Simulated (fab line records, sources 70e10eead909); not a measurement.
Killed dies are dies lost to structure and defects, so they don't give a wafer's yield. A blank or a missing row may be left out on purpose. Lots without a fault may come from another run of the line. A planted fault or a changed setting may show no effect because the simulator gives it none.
Chamber matching | flow nand_harc | NHARC_THIN_TSV_DEP_47 on pecvd-02: 3 sister chambers
The step deposits SiO2, target thk 200 nm. 6 wafers are shown with their chamber, then 7 later ones without.

WAFERS WITH THEIR CHAMBER
wafer  | chamber | throttle_valve_pct (%)
L751.5 | 2       | 16.3
L750.2 | 2       | 16.2
L750.4 | 0       | 16.5
L750.5 | 1       | 15.6
L754.2 | 0       | 16.4
L754.3 | 1       | 15.9

WAFERS WITHOUT THEIR CHAMBER
wafer  | throttle_valve_pct (%)
L754.6 | 16.3
L756.1 | 16.2
L756.2 | 16.7
L756.5 | 15.4
L759.1 | 16.8
L759.2 | 15.7
L759.3 | 16.5

WHICH CHAMBER EACH WENT THROUGH
wafer  | from the rows above     | in truth
L754.6 | can't be placed: 2 or 0 | 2
L756.1 | can't be placed: 2 or 0 | 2
L756.2 | can't be placed: 0 or 2 | 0
L756.5 | 1                       | 1
L759.1 | can't be placed: 0 or 2 | 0
L759.2 | 1                       | 1
L759.3 | can't be placed: 0 or 2 | 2
Placed correctly: 2 of 7. Can't be placed from these rows: 5 (the true chamber is among the candidates in 5). Placed wrongly: 0.
How it was worked out, from the rows above alone: a wafer's distance from a chamber is the root of the sum, over the readings, of the square of ((its reading less the chamber's mean) divided by the reading's scatter). The wafer belongs to the nearest chamber; if the next one is less than 2 further off, it can't be placed. A chamber's mean is the mean of its shown wafers. The scatter: the root of (the sum of the squares of (reading less its chamber's mean) over the shown wafers, divided by (wafers less chambers)).
